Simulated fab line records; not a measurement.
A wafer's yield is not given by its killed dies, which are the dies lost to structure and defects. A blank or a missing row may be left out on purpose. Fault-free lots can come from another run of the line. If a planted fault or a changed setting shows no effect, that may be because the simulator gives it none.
The tool behind it: which one? || flow n5-finfet || 10 lots (30 wafers sampled), 1 step of a 1938-step route

WHAT THE GAUGES READ, wafer by wafer
N5_FIN_SAQP_THK_MEAS_07.
{"lot": "L857", "measured": "day 2 08:55", "on": "film-metro-02", "thk-nm (nm)": "60.2 59.3 60.6"}
{"lot": "L861", "measured": "day 3 10:06", "on": "film-metro-01", "thk-nm (nm)": "60.4 59.7 60.7"}
{"lot": "L863", "measured": "day 3 20:47", "on": "film-metro-01", "thk-nm (nm)": "59.9 60.7 60.6"}
{"lot": "L864", "measured": "day 4 03:24", "on": "film-metro-01", "thk-nm (nm)": "59.6 61.2 61.2"}
{"lot": "L866", "measured": "day 4 15:38", "on": "film-metro-02", "thk-nm (nm)": "59.5 60.6 60.2"}
{"lot": "L869", "measured": "day 5 08:50", "on": "film-metro-02", "thk-nm (nm)": "59.2 58.9 60.1"}
{"lot": "L870", "measured": "day 5 15:12", "on": "film-metro-01", "thk-nm (nm)": "60.0 59.6 60.9"}
{"lot": "L874", "measured": "day 6 14:31", "on": "film-metro-01", "thk-nm (nm)": "59.0 59.2 60.3"}
{"lot": "L876", "measured": "day 7 03:21", "on": "film-metro-02", "thk-nm (nm)": "59.5 59.4 60.8"}
{"lot": "L877", "measured": "day 7 08:55", "on": "film-metro-01", "thk-nm (nm)": "59.8 60.5 61.7"}

EACH LOT AND THE TOOL THAT RAN IT (in order: tool; ch and the chambers of the sampled wafers; start)
The record holds no process step before these readings.

THE ANSWER, worked out from the rows above alone
Rule: the usual values come from the lots themselves. The widest of any qualifying gaps counts: lots, ordered by their means at a reading, are off when they make up no more than a third of the lots, leave a main group of 4 or more, and stand apart from it by 3 or more times the standard deviation of that group's means. If all means in a main group match to the digits the tables above print for the reading, that group is not used. Also off: a lot with no number at a reading for which 4 or more lots have one. All remaining lots with rows at the step are treated as sound.
No lot is off at any reading shown: from this, nothing can be told.

WHAT THE SIMULATOR PUT IN
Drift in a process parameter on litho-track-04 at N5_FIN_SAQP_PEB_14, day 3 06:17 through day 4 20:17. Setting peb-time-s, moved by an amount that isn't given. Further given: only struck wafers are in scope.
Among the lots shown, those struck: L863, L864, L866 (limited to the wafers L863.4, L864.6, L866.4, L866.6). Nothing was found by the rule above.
